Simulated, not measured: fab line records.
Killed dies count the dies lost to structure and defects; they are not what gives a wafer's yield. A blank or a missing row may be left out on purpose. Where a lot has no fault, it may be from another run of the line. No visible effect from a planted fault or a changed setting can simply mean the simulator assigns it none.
Matching of chambers ; flow nand_harc ; rie_si-04 running NHARC_A_ZERO_WELL_ETCH_13: 4 sister chambers
The step etches the open film in HBr/Cl2, target depth 120 nm, time 40.1 s. 7 wafers are shown with their chamber, then 9 later ones without.

## WAFERS WITH THEIR CHAMBER
wafer;chamber;drypump_motor_current_A (A);oes_product_au (a.u.)
L081.3;1;6.3;0.995
L084.6;2;5.4;1.018
L085.5;0;6.3;1.019
L085.6;3;6.6;0.976
L086.3;0;6.3;1.016
L086.5;3;6.6;0.962
L086.6;2;5.3;1.019

## WAFERS WITH NO CHAMBER GIVEN
wafer;drypump_motor_current_A (A);oes_product_au (a.u.)
L088.1;6.3;1.022
L088.3;6.6;0.969
L088.5;5.3;1.028
L096.2;6.6;1.000
L096.3;6.3;0.983
L096.5;5.3;1.027
L097.3;6.3;1.010
L097.4;6.2;0.990
L097.6;6.3;0.986

## THE CHAMBER EACH PASSED THROUGH
wafer;from the rows above;in truth
L088.1;0;0
L088.3;3;3
L088.5;2;2
L096.2;3;3
L096.3;1;1
L096.5;2;2
L097.3;can't be placed: 0 or 1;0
L097.4;1;1
L097.6;1;1
Placed correctly: 8 of 9. Can't be placed from these rows: 1 (the true chamber is among the candidates in 1). Wrongly placed: 0.
How it was worked out, from the rows above alone: a wafer's distance from a chamber is the root of the sum, over the readings, of the square of ((its reading less the chamber's mean) divided by the reading's scatter). If the next closest chamber is less than 2 further off than the closest, the wafer can't be placed; otherwise it belongs to the closest. A chamber's mean is the mean of its shown wafers. The scatter: take each reading less its chamber's mean, square it, sum over the shown wafers, divide by the number of wafers less the number of chambers, and take the root.
